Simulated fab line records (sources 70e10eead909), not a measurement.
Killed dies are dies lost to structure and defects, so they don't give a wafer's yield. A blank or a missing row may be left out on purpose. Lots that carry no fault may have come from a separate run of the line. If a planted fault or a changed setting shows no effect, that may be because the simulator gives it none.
Chamber matching / flow nand harc / 3 sister chambers for NHARC_A_CHANNEL_HOLE_D2_DEP_01 on pecvd-01
The step deposits SiON, target thk 140 nm. 3 wafers are shown with their chamber, then 7 later ones without.

== WAFERS WITH THEIR CHAMBER ==
wafer=L085.3; chamber=0; heater power w (W)=1027
wafer=L091.3; chamber=2; heater power w (W)=860
wafer=L091.4; chamber=1; heater power w (W)=785

== WAFERS MISSING THEIR CHAMBER ==
wafer=L091.6; heater power w (W)=1003
wafer=L093.1; heater power w (W)=786
wafer=L093.2; heater power w (W)=869
wafer=L093.3; heater power w (W)=874
wafer=L094.1; heater power w (W)=823
wafer=L094.2; heater power w (W)=1020
wafer=L094.4; heater power w (W)=1044

== THE CHAMBER EACH PASSED THROUGH ==
wafer=L091.6; from the rows above=0; in truth=0
wafer=L093.1; from the rows above=1; in truth=1
wafer=L093.2; from the rows above=2; in truth=2
wafer=L093.3; from the rows above=2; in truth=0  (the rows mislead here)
wafer=L094.1; from the rows above=can't be placed: 2 or 1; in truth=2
wafer=L094.2; from the rows above=0; in truth=0
wafer=L094.4; from the rows above=0; in truth=0
Correctly placed: 5 of 7. Cannot be placed on the basis of these rows: 1; the candidates contain the true chamber in 1. 1 placed wrongly.
How it was worked out, from the rows above alone: a wafer's distance from a chamber is the root of the sum, over the readings, of the square of ((its reading less the chamber's mean) divided by the reading's scatter). If the next closest chamber is less than 2 further off than the closest, the wafer can't be placed; otherwise it belongs to the closest. A chamber's mean is the mean of its shown wafers. The scatter: root of mean squared gap, hidden wafer to nearest shown wafer, with one shown wafer a chamber.
